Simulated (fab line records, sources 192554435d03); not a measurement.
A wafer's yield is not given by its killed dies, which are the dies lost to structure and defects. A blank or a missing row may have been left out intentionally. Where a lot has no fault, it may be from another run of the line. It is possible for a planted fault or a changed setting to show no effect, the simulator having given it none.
Matching of chambers ; flow n5 finfet ; ald sin-02 running N5_BEOL_M3_ALD_98: 4 sister chambers
The step deposits SiO2, target thk 2.5 nm, pulse time 1 s, co reactant pulse time 1 s. 8 wafers are shown with their chamber, then 11 later ones without.

== EACH WAFER AND ITS CHAMBER ==
wafer;chamber;heater power w (W);precursor pulse height rel
L078.6;0;73;1.028
L082.4;0;72;0.992
L083.4;2;76;1.017
L086.5;1;82;1.020
L088.4;3;85;0.993
L088.5;3;83;0.992
L088.6;2;74;0.991
L089.2;1;82;1.010

== WAFERS WITH NO CHAMBER GIVEN ==
wafer;heater power w (W);precursor pulse height rel
L089.5;72;1.020
L089.6;81;0.977
L095.2;73;1.004
L095.4;80;0.983
L095.5;74;0.991
L096.1;81;0.961
L096.4;83;1.015
L096.6;80;0.981
L097.3;84;1.001
L097.4;82;0.988
L097.6;72;0.971

== EACH ONE'S CHAMBER ==
wafer;from the rows above;in truth
L089.5;0;0
L089.6;can't be placed: 1 or 3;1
L095.2;can't be placed: 0 or 2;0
L095.4;can't be placed: 1 or 3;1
L095.5;can't be placed: 2 or 0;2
L096.1;can't be placed: 3 or 1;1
L096.4;can't be placed: 1 or 3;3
L096.6;can't be placed: 1 or 3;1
L097.3;can't be placed: 3 or 1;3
L097.4;can't be placed: 1 or 3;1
L097.6;can't be placed: 0 or 2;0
Placed correctly: 1 of 11. Not placeable from these rows: 10 (in 10, the candidates include the true chamber). Wrongly placed: 0.
How it was worked out, from the rows above alone: a wafer's distance from a chamber is the root of the sum, over the readings, of the square of ((its reading less the chamber's mean) divided by the reading's scatter). If the next closest chamber is less than 2 further off than the closest, the wafer can't be placed; otherwise it belongs to the closest. A chamber's mean is the mean of its shown wafers. The scatter: the root of (the sum of the squares of (reading less its chamber's mean) over the shown wafers, divided by (wafers less chambers)).
